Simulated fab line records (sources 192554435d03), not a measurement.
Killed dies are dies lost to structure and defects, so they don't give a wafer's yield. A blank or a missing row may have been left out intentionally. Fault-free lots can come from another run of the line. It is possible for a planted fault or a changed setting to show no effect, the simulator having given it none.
fab line records    flow n5Finfet    part 1 of 2: steps 1 to 24 of 31
record: lots: 5  wafers: 15  lastDay: 16
route steps=1938 shown BEOL_M10@1478
lots with no fault: from the same line, run without faults
startH: hours from the record's opening day to when the first of the lot's shown wafers began    waitH: how many hours have passed since the lot's step before this one    " unchanged from the row above    L1.1+2: a single row standing in for several wafers    - either no value or no given start    * or withheld: withheld    < > ~ a bound
route shown NAME@n: a module of which the file shows steps, and the number in the route of the first    usual: mean/standard deviation of fault-free wafers    same: alike in all rows    chamber/n: place in a boat    sites: each site's reading    _std_site: how widely they spread, as a standard deviation    _edge_site: the outer-site mean with the inner-site mean subtracted    radiusMm: how far each site lies from the wafer's centre    mask NAME#n: copy n    behind: the last tool/chamber to shape the wafer    hold: why the lot went on hold/how many hours it stayed there/how the hold came to an end    device: whichever transistor did not switch (one of n, p or np)    end of line: the tests these same wafers got at the end of their route    step lacking rows: just its recipe    killed: dies lost to structure and defects at the first sort, not the wafer's yield    map: a wafer's dies, marking killed ones x, the rest . and places with no die _
set.NAME: the setting the step ran with; set.NAME@STEP: the setting that earlier step ran with    model.NAME: the simulator's own value behind a step, which no gauge read
certain route steps with their lots: each step a table, each wafer a row
services: from which hour (startH, from the record's first day; less than 0 if before it) a tool's chamber was out of use, for how many hours, and why
== steps ==
step: N5_BEOL_M10_EBR_07
recipe: solvent: PGMEA  ebrWidthMm: 1.5
lot.wafer   tool           chamber  startH  waitH
L077.1+2+4  lithoTrack-05  0        -       -
L080.2+5+6  lithoTrack-01  0        -       -
L093.1+5+6  lithoTrack-01  0        -       -
L095.1+3+4  lithoTrack-01  0        -       -
L094.1+2+5  lithoTrack-03  0        -       -
step: N5_BEOL_M10_SOFTBAKE_06
recipe: tempC: 110  timeS: 60  resist: CAR-ArF
lot.wafer   tool           chamber  startH  waitH
L077.1+2+4  lithoTrack-05  0        -       -
L080.2+5+6  lithoTrack-01  0        -       -
L093.1+5+6  lithoTrack-01  0        -       -
L095.1+3+4  lithoTrack-01  0        -       -
L094.1+2+5  lithoTrack-03  0        -       -
step: N5_BEOL_M10_EXPOSE_08
recipe: maskId: M10  na: 1.35  sourceShape: dipole  sigmaInner: 0.411  sigmaOuter: 0.611  polarization: te  doseMj: 53.75
lot.wafer   tool            chamber  startH  waitH  mask
L077.1+2+4  arfiScanner-03  0        239.35  -      M10#0
L080.2+5+6  arfiScanner-03  0        242.76  -      M10#0
L093.1+5+6  arfiScanner-03  0        322.87  -      M10#0
L095.1+3+4  arfiScanner-03  0        334.16  -      M10#0
L094.1+2+5  arfiScanner-03  0        338.43  -      M10#0
step: N5_BEOL_M10_PEB_09
recipe: pebTempC: withheld  pebTimeS: 60  resist: CAR-ArF
lot.wafer   tool           chamber  startH  waitH
L077.1+2+4  lithoTrack-03  0        239.40  0.1
L080.2+5+6  lithoTrack-05  0        242.81  0.0
L093.1+5+6  lithoTrack-03  0        322.93  0.1
L095.1+3+4  lithoTrack-01  0        334.22  0.1
L094.1+2+5  lithoTrack-05  0        338.49  0.1
step: N5_BEOL_M10_DEVELOP_10
recipe: developTimeS: 30  developer: TMAH  resist: CAR-ArF  rinseLiquid: diw  dry: airSpin  devTempC: 23
lot.wafer   tool           chamber  startH  waitH
L077.1+2+4  lithoTrack-03  0        -       -
L080.2+5+6  lithoTrack-05  0        -       -
L093.1+5+6  lithoTrack-03  0        -       -
L095.1+3+4  lithoTrack-01  0        -       -
L094.1+2+5  lithoTrack-05  0        -       -
step: N5_BEOL_M10_CD_MEAS_11
recipe: targetCdNm: 64.1  landingEnergyEv: 500  detector: seInlens  polarity: opening
usual: cdNm: 63.9/0.62
same: landingEnergyEv: 500
lot.wafer  tool      chamber  startH  waitH  cdNm
L077.1     cdSem-01  0        239.47  -      63.9
L077.2     "         0        "       "      62.1
L077.4     "         0        "       "      63.2
L080.2     cdSem-02  0        242.88  -      63.3
L080.5     "         0        "       "      65.2
L080.6     "         0        "       "      65.2
L093.1     cdSem-01  0        323.00  -      64.0
L093.5     "         0        "       "      63.4
L093.6     "         0        "       "      64.3
L095.1     cdSem-02  0        334.29  -      64.8
L095.3     "         0        "       "      64.9
L095.4     "         0        "       "      64.8
L094.1     cdSem-03  0        338.56  -      64.7
L094.2     "         0        "       "      64.2
L094.5     "         0        "       "      64.4
step: N5_BEOL_M10_OVL_MEAS_12
recipe: pointsPerWafer: 44
usual: M10_OVL: 0.5/0.74
same: pointsPerWafer: 44
lot.wafer  tool        chamber  startH  waitH  M10_OVL[nm]
L077.1     overlay-02  0        239.50  0.0    -1.4
L077.2     "           0        "       "      -0.4
L077.4     "           0        "       "      -1.7
L080.2     overlay-02  0        242.91  0.0    1.2
L080.5     "           0        "       "      -0.3
L080.6     "           0        "       "      -0.5
L093.1     overlay-02  0        323.03  0.0    -0.7
L093.5     "           0        "       "      0.3
L093.6     "           0        "       "      -0.1
L095.1     overlay-01  0        334.32  0.0    1.6
L095.3     "           0        "       "      1.0
L095.4     "           0        "       "      1.7
L094.1     overlay-01  0        338.59  0.0    0.0
L094.2     "           0        "       "      0.4
L094.5     "           0        "       "      0.3
step: N5_BEOL_M10_INSPECT_13
recipe: mode: adi  inspectInstrument: brightfield
usual: rawDefectCount: 407/98
lot.wafer  tool              chamber  startH  waitH  rawDefectCount
L077.1     defectInspect-01  -        239.53  0.0    460
L077.2     "                 -        "       "      539
L077.4     "                 -        "       "      394
L080.2     defectInspect-02  -        242.93  0.0    282
L080.5     "                 -        "       "      416
L080.6     "                 -        "       "      366
L093.1     defectInspect-02  -        323.05  0.0    514
L093.5     "                 -        "       "      658
L093.6     "                 -        "       "      480
L095.1     defectInspect-02  -        334.34  0.0    535
L095.3     "                 -        "       "      336
L095.4     "                 -        "       "      455
L094.1     defectInspect-01  -        338.61  0.0    520
L094.2     "                 -        "       "      709
L094.5     "                 -        "       "      396
step: N5_BEOL_M10_DESCUM_16
recipe: chemistry: O2  timeS: 7.9  sourcePowerW: 50  biasPowerW: 20  pressureMtorr: 20  rfFrequencyHz: 2.712e+07  tempC: 40  resist: CAR-ArF  o2FlowSccm: 225
usual: chamberPressureMTorr: 20.001/0.018  drypumpMotorCurrentA: 5.7/0.52  oesProductAu: 0.81/0.072  rfVppV: 242.7/1.1  showerheadPlenumPTorr: 2.06/0.042  throttleValvePct: 20.49/0.23
lot.wafer  tool        chamber  startH  waitH  chamberPressureMTorr  drypumpMotorCurrentA  oesProductAu  rfHoursCounterH  rfVppV  showerheadPlenumPTorr  throttleValvePct
L077.1     rieDiel-04  3        239.56  0.0    19.981                6.0                   0.89          43               242.9   2.04                   20.23
L077.2     "           1        "       "      20.007                5.5                   0.83          74               244.0   2.13                   20.50
L077.4     "           2        "       "      20.003                5.4                   0.88          37               242.2   2.06                   20.27
L080.2     rieDiel-05  0        242.97  0.0    19.987                5.1                   0.84          86               242.1   2.02                   20.35
L080.5     "           1        "       "      20.003                5.8                   0.83          -                244.7   2.06                   20.59
L080.6     "           2        "       "      19.991                6.7                   0.71          -                242.7   2.05                   20.85
L093.1     rieDiel-05  2        323.12  0.1    20.020                6.7                   0.69          235              242.9   2.04                   20.90
L093.5     "           0        "       "      19.966                5.1                   0.81          -                242.7   2.01                   20.40
L093.6     "           3        "       "      20.022                5.0                   0.85          -                242.8   2.02                   20.30
L095.1     rieDiel-05  2        334.38  0.0    20.003                6.7                   0.68          238              243.1   2.04                   20.90
L095.3     "           0        "       "      19.984                5.1                   0.81          120              241.8   2.01                   20.39
L095.4     "           1        "       "      20.021                5.8                   0.80          -                241.6   2.05                   20.64
L094.1     rieDiel-01  0        338.65  0.0    20.002                6.3                   0.72          199              243.2   2.09                   20.58
L094.2     "           2        "       "      19.976                5.3                   0.71          191              244.0   2.15                   20.45
L094.5     "           0        "       "      20.007                6.3                   0.71          -                244.6   2.09                   20.59
step: N5_BEOL_M10_ETCH_61
recipe: chemistry: CF4  target: SiARC  targetDepthA: 390  maskMaterial: CAR-ArF  timeS: 65  ionEnergyEv: 80  pressureMtorr: 40  sourceW: 545  biasW: 36  Ar_flow_sccm: 100  cf4FlowSccm: 100  ends: cleared
usual: chamberPressureMTorr: 40.00/0.037  drypumpMotorCurrentA: 5.7/0.51  etchRfOnTimeS: 65.6/2  oesProductAu: 0.68/0.062  rfVppV: 183.7/1  showerheadPlenumPTorr: 2.11/0.044  throttleValvePct: 15.66/0.22
lot.wafer  tool        chamber  startH  waitH  chamberPressureMTorr  drypumpMotorCurrentA  etchRfOnTimeS  oesProductAu  rfHoursCounterH  rfVppV  showerheadPlenumPTorr  throttleValvePct
L077.1     rieDiel-04  3        239.60  0.0    40.04                 6.0                   63.8           0.76          43               184.8   2.10                   15.39
L077.2     "           1        "       "      40.00                 5.4                   64.6           0.71          74               184.5   2.17                   15.64
L077.4     "           2        "       "      39.94                 5.4                   65.4           0.76          37               183.3   2.09                   15.32
L080.2     rieDiel-05  0        243.00  0.0    40.04                 5.1                   62.6           0.71          86               183.6   2.10                   15.54
L080.5     "           1        "       "      40.01                 5.8                   64.8           0.71          -                185.9   2.07                   15.55
L080.6     "           2        "       "      39.99                 6.7                   68.7           0.59          -                184.0   2.11                   16.07
L093.1     rieDiel-05  2        323.16  0.0    39.96                 6.6                   70.4           0.57          235              184.0   2.10                   16.12
L093.5     "           0        "       "      40.04                 5.0                   64.1           0.69          -                181.5   2.09                   15.58
L093.6     "           3        "       "      39.96                 5.0                   67.7           0.71          -                183.6   2.11                   15.64
L095.1     rieDiel-05  2        334.41  0.0    40.05                 6.7                   70.8           0.56          238              183.5   2.10                   16.13
L095.3     "           0        "       "      40.06                 5.1                   63.3           0.68          120              184.6   2.08                   15.59
L095.4     "           1        "       "      39.96                 5.7                   66.0           0.67          -                182.8   2.06                   15.59
L094.1     rieDiel-01  0        338.68  0.0    40.09                 6.3                   66.0           0.62          199              182.9   2.16                   15.89
L094.2     "           2        "       "      39.99                 5.3                   65.6           0.61          191              187.6   2.21                   15.81
L094.5     "           0        "       "      40.00                 6.3                   65.1           0.62          -                184.4   2.16                   15.90
step: N5_BEOL_M10_ETCH_62
recipe: chemistry: N2/H2  target: SOC  targetDepthA: 1100  overetchA: 220  maskMaterial: SiARC  tempC: 40  timeS: 165  ionEnergyEv: 200  pressureMtorr: 30  sourceW: 840  biasW: 150  n2FlowSccm: 200  h2FlowSccm: 200
usual: chamberPressureMTorr: 30.002/0.03  drypumpMotorCurrentA: 5.7/0.52  oesProductAu: 0.68/0.054  rfVppV: 522.7/1.6  showerheadPlenumPTorr: 2.51/0.056  throttleValvePct: 17.9/0.32
lot.wafer  tool        chamber  startH  waitH  chamberPressureMTorr  drypumpMotorCurrentA  oesProductAu  rfHoursCounterH  rfVppV  showerheadPlenumPTorr  throttleValvePct
L077.1     rieDiel-04  3        239.65  0.0    29.983                6.0                   0.76          43               521.3   2.47                   17.5
L077.2     "           1        "       "      30.053                5.4                   0.69          74               523.5   2.59                   17.9
L077.4     "           2        "       "      29.986                5.3                   0.74          37               523.0   2.51                   17.7
L080.2     rieDiel-05  0        243.05  0.0    29.975                5.1                   0.69          86               523.2   2.46                   17.8
L080.5     "           1        "       "      29.987                5.8                   0.70          -                523.0   2.44                   17.6
L080.6     "           2        "       "      30.004                6.7                   0.60          -                522.7   2.54                   18.6
L093.1     rieDiel-05  2        323.21  0.0    30.010                6.7                   0.59          235              524.2   2.53                   18.7
L093.5     "           0        "       "      30.044                5.1                   0.67          -                520.7   2.45                   17.8
L093.6     "           3        "       "      30.075                5.0                   0.72          -                521.6   2.46                   17.8
L095.1     rieDiel-05  2        334.46  0.0    29.979                6.7                   0.59          238              521.9   2.53                   18.7
L095.3     "           0        "       "      29.944                5.1                   0.67          121              520.6   2.45                   17.8
L095.4     "           1        "       "      30.027                5.8                   0.68          -                521.7   2.42                   17.7
L094.1     rieDiel-01  0        338.73  0.0    30.003                6.3                   0.63          199              524.6   2.55                   18.1
L094.2     "           2        "       "      29.995                5.3                   0.60          192              527.1   2.63                   18.1
L094.5     "           0        "       "      29.972                6.4                   0.63          -                522.6   2.55                   18.1
step: N5_BEOL_M10_STRIP_68
recipe: chemistry: N2/H2  tempC: 40  n2FlowSccm: 200  h2FlowSccm: 200  rfFrequencyHz: 6e+07
lot.wafer   tool        chamber  startH  waitH
L077.1+2+4  rieDiel-04  3,1,2    239.78  0.1
L080.2+5+6  rieDiel-05  0,1,2    243.19  0.1
L093.1+5+6  rieDiel-05  2,0,3    323.34  0.1
L095.1+3+4  rieDiel-05  2,0,1    334.60  0.1
L094.1+2+5  rieDiel-01  0,2,0    338.87  0.1
step: N5_BEOL_M10_STRIP_67
recipe: chemistry: CF4  resist: SiARC  powerW: 300  biasPowerW: 75  pressureMtorr: 50  cf4FlowSccm: 150  rfFrequencyHz: 6e+07
usual: chamberPressureMTorr: 50.00/0.052  drypumpMotorCurrentA: 5.7/0.52  oesProductAu: 0.80/0.065  rfVppV: 270.4/1.2  showerheadPlenumPTorr: 1.77/0.033  throttleValvePct: 13.61/0.24
lot.wafer  tool        chamber  startH  waitH  chamberPressureMTorr  drypumpMotorCurrentA  oesProductAu  rfHoursCounterH  rfVppV  showerheadPlenumPTorr  throttleValvePct
L077.1     rieDiel-04  3        239.79  0.0    49.97                 6.0                   0.89          43               269.9   1.77                   13.34
L077.2     "           1        "       "      49.95                 5.4                   0.83          74               272.2   1.80                   13.51
L077.4     "           2        "       "      49.91                 5.4                   0.88          37               269.0   1.74                   13.23
L080.2     rieDiel-05  0        243.20  0.0    50.00                 5.1                   0.82          86               270.6   1.75                   13.44
L080.5     "           1        "       "      50.08                 5.8                   0.83          -                269.9   1.73                   13.50
L080.6     "           2        "       "      50.05                 6.7                   0.71          -                270.8   1.78                   14.08
L093.1     rieDiel-05  2        323.35  0.0    49.93                 6.7                   0.69          235              271.2   1.77                   14.14
L093.5     "           0        "       "      49.99                 5.1                   0.80          -                268.6   1.74                   13.51
L093.6     "           3        "       "      50.07                 5.0                   0.85          -                270.1   1.76                   13.58
L095.1     rieDiel-05  2        334.61  0.0    50.14                 6.7                   0.69          238              271.0   1.77                   14.16
L095.3     "           0        "       "      50.03                 5.1                   0.79          121              269.8   1.74                   13.51
L095.4     "           1        "       "      50.05                 5.8                   0.80          -                269.9   1.73                   13.55
L094.1     rieDiel-01  0        338.88  0.0    50.07                 6.3                   0.74          199              269.8   1.81                   13.87
L094.2     "           2        "       "      50.02                 5.3                   0.71          192              274.1   1.83                   13.71
L094.5     "           0        "       "      49.95                 6.3                   0.74          -                271.7   1.81                   13.85
step: N5_BEOL_M10_HM_OPEN_17
recipe: chemistry: Cl2/BCl3  targetDepthA: 200  overetchA: 60  target: TiN  maskMaterial: SOC  ionEnergyEv: 150  pressureMtorr: 10  icpW: 1000  biasW: 126  Cl2_flow_sccm: 53.25  bcl3FlowSccm: 21.75  Ar_flow_sccm: 25
usual: chamberPressureMTorr: 9.999/0.011  drypumpMotorCurrentA: 5.88/0.25  heBacksideLeakSccm: 3.4/0.31  oes_ar_750_au: 0.77/0.072  oesProductAu: 0.67/0.061  throttleValvePct: 22.27/0.2
lot.wafer  tool         chamber  startH  waitH  chamberPressureMTorr  drypumpMotorCurrentA  heBacksideLeakSccm  oes_ar_750_au  oesProductAu  rfHoursCounterH  throttleValvePct
L077.1     rieMetal-02  0        239.83  0.0    10.014                6.09                  3.3                 0.74           0.63          64               22.01
L077.2     "            1        "       "      10.006                5.67                  3.6                 0.60           0.52          120              22.95
L077.4     "            0        "       "      10.002                6.00                  3.3                 0.73           0.62          -                22.02
L080.2     rieMetal-02  0        243.24  0.0    10.013                6.02                  3.2                 0.74           0.62          65               22.03
L080.5     "            0        "       "      10.009                6.05                  3.2                 0.75           0.62          -                22.04
L080.6     "            1        "       "      9.994                 5.66                  3.5                 0.59           0.52          -                22.96
L093.1     rieMetal-02  1        323.39  0.0    10.016                5.67                  3.5                 0.87           0.76          6                22.48
L093.5     "            0        "       "      9.996                 6.06                  3.4                 0.73           0.62          -                22.04
L093.6     "            1        "       "      10.007                5.68                  3.7                 0.87           0.76          -                22.49
L095.1     rieMetal-03  1        334.65  0.0    9.998                 5.55                  3.4                 0.73           0.67          43               22.25
L095.3     "            1        "       "      9.985                 5.57                  3.6                 0.74           0.65          -                22.25
L095.4     "            0        "       "      9.980                 5.76                  3.4                 0.72           0.66          -                22.26
L094.1     rieMetal-02  1        338.92  0.0    9.997                 5.66                  3.2                 0.86           0.76          8                22.48
L094.2     "            0        "       "      9.989                 6.06                  3.4                 0.72           0.60          74               22.05
L094.5     "            0        "       "      9.983                 6.05                  3.3                 0.72           0.61          -                22.06
step: N5_BEOL_M10_STRIP_19
recipe: chemistry: O2  powerW: 400  tempC: 40  pressureMtorr: 30  rfFrequencyHz: 6e+07  biasPowerW: 0  overashFraction: 0.2  o2FlowSccm: 225
usual: chamberPressureMTorr: 30.00/0.036  drypumpMotorCurrentA: 5.7/0.49  oesProductAu: 0.80/0.069  rfVppV: 3.6/0.57  showerheadPlenumPTorr: 2.07/0.047  throttleValvePct: 16.70/0.21
lot.wafer  tool        chamber  startH  waitH  chamberPressureMTorr  drypumpMotorCurrentA  oesProductAu  rfHoursCounterH  rfVppV  showerheadPlenumPTorr  throttleValvePct
L077.1     rieDiel-05  1        239.94  0.1    29.98                 5.8                   0.84          72               4.1     2.06                   16.79
L077.2     "           0        "       "      29.95                 5.1                   0.85          85               3.7     2.03                   16.51
L077.4     "           3        "       "      30.02                 4.9                   0.91          45               4.0     2.04                   16.50
L080.2     rieDiel-04  0        243.36  0.1    30.03                 5.9                   0.76          147              4.0     2.00                   16.59
L080.5     "           0        "       "      29.99                 5.9                   0.76          -                3.6     2.00                   16.58
L080.6     "           3        "       "      30.04                 6.0                   0.89          -                3.8     2.05                   16.40
L093.1     rieDiel-01  1        323.50  0.1    29.99                 5.8                   0.94          11               3.6     2.07                   16.97
L093.5     "           1        "       "      30.03                 5.7                   0.95          -                4.0     2.07                   16.96
L093.6     "           3        "       "      29.94                 6.0                   0.75          -                3.8     2.08                   16.76
L095.1     rieDiel-01  2        334.76  0.1    30.04                 5.3                   0.72          190              3.7     2.15                   16.79
L095.3     "           0        "       "      29.95                 6.3                   0.72          198              2.6     2.10                   16.85
L095.4     "           1        "       "      30.01                 5.7                   0.94          15               2.9     2.07                   16.95
L094.1     rieDiel-05  0        339.05  0.1    30.07                 5.1                   0.81          123              5.1     2.01                   16.58
L094.2     "           1        "       "      30.07                 5.8                   0.80          104              4.1     2.05                   16.87
L094.5     "           1        "       "      29.98                 5.8                   0.79          -                3.2     2.05                   16.84
step: N5_BEOL_M10_CD_MEAS_18
recipe: pitchNm: 140  targetCdNm: 70
usual: cdNm: 69.8/0.68
lot.wafer  tool      chamber  startH  waitH  cdNm
L077.1     cdSem-02  -        240.01  0.0    69.6
L077.2     "         -        "       "      68.1
L077.4     "         -        "       "      69.0
L080.2     cdSem-02  -        243.43  0.1    69.1
L080.5     "         -        "       "      70.1
L080.6     "         -        "       "      70.8
L093.1     cdSem-01  -        323.57  0.0    70.2
L093.5     "         -        "       "      68.8
L093.6     "         -        "       "      70.5
L095.1     cdSem-03  -        334.83  0.0    70.7
L095.3     "         -        "       "      69.9
L095.4     "         -        "       "      70.6
L094.1     cdSem-02  -        339.12  0.0    70.4
L094.2     "         -        "       "      70.3
L094.5     "         -        "       "      71.1
step: N5_BEOL_M10_COAT_63
recipe: resist: SOC  tempC: 250  timeS: 60  spinRpm: 1500  resistThkNm: 100
lot.wafer   tool           chamber  startH  waitH
L077.1+2+4  lithoTrack-03  0        240.74  0.7
L080.2+5+6  lithoTrack-01  0        244.57  1.1
L093.1+5+6  lithoTrack-01  0        325.31  1.7
L095.1+3+4  lithoTrack-01  0        334.99  0.2
L094.1+2+5  lithoTrack-01  0        339.25  0.1
step: N5_BEOL_M10_COAT_64
recipe: resist: SiARC  tempC: 220  timeS: 60  spinRpm: 1500  resistThkNm: 30
lot.wafer   tool           chamber  startH  waitH
L077.1+2+4  lithoTrack-03  0        -       -
L080.2+5+6  lithoTrack-01  0        -       -
L093.1+5+6  lithoTrack-01  0        -       -
L095.1+3+4  lithoTrack-01  0        -       -
L094.1+2+5  lithoTrack-01  0        -       -
step: N5_BEOL_M10_COAT_22
recipe: resist: CAR-ArF  spinRpm: 1500  resistThkNm: 90
lot.wafer   tool           chamber  startH  waitH
L077.1+2+4  lithoTrack-03  0        -       -
L080.2+5+6  lithoTrack-01  0        -       -
L093.1+5+6  lithoTrack-01  0        -       -
L095.1+3+4  lithoTrack-01  0        -       -
L094.1+2+5  lithoTrack-01  0        -       -
step: N5_BEOL_M10_EBR_24
recipe: solvent: PGMEA  ebrWidthMm: 1.5
lot.wafer   tool           chamber  startH  waitH
L077.1+2+4  lithoTrack-03  0        -       -
L080.2+5+6  lithoTrack-01  0        -       -
L093.1+5+6  lithoTrack-01  0        -       -
L095.1+3+4  lithoTrack-01  0        -       -
L094.1+2+5  lithoTrack-01  0        -       -
step: N5_BEOL_M10_SOFTBAKE_23
recipe: tempC: 110  timeS: 60  resist: CAR-ArF
lot.wafer   tool           chamber  startH  waitH
L077.1+2+4  lithoTrack-03  0        -       -
L080.2+5+6  lithoTrack-01  0        -       -
L093.1+5+6  lithoTrack-01  0        -       -
L095.1+3+4  lithoTrack-01  0        -       -
L094.1+2+5  lithoTrack-01  0        -       -
step: N5_BEOL_M10_EXPOSE_25
recipe: maskId: V9  na: 1.35  sourceShape: annular  sigmaInner: 0.5  sigmaOuter: 0.8  polarization: unpolarized  doseMj: 85.5
lot.wafer   tool            chamber  startH  waitH  mask
L077.1+2+4  arfiScanner-02  0        240.86  -      V9#0
L080.2+5+6  arfiScanner-01  0        244.82  -      V9#0
L093.1+5+6  arfiScanner-01  0        325.43  -      V9#0
L095.1+3+4  arfiScanner-03  0        335.10  -      V9#0
L094.1+2+5  arfiScanner-03  0        339.37  -      V9#0
step: N5_BEOL_M10_PEB_26
recipe: pebTempC: withheld  pebTimeS: 60  resist: CAR-ArF
lot.wafer   tool           chamber  startH  waitH
L077.1+2+4  lithoTrack-01  0        240.92  0.1
L080.2+5+6  lithoTrack-03  0        244.88  0.1
L093.1+5+6  lithoTrack-03  0        325.49  0.1
L095.1+3+4  lithoTrack-05  0        335.17  0.1
L094.1+2+5  lithoTrack-05  0        339.44  0.1
step: N5_BEOL_M10_DEVELOP_27
recipe: developTimeS: 30  developer: TMAH  resist: CAR-ArF  rinseLiquid: diw  dry: airSpin  devTempC: 23
lot.wafer   tool           chamber  startH  waitH
L077.1+2+4  lithoTrack-01  0        -       -
L080.2+5+6  lithoTrack-03  0        -       -
L093.1+5+6  lithoTrack-03  0        -       -
L095.1+3+4  lithoTrack-05  0        -       -
L094.1+2+5  lithoTrack-05  0        -       -
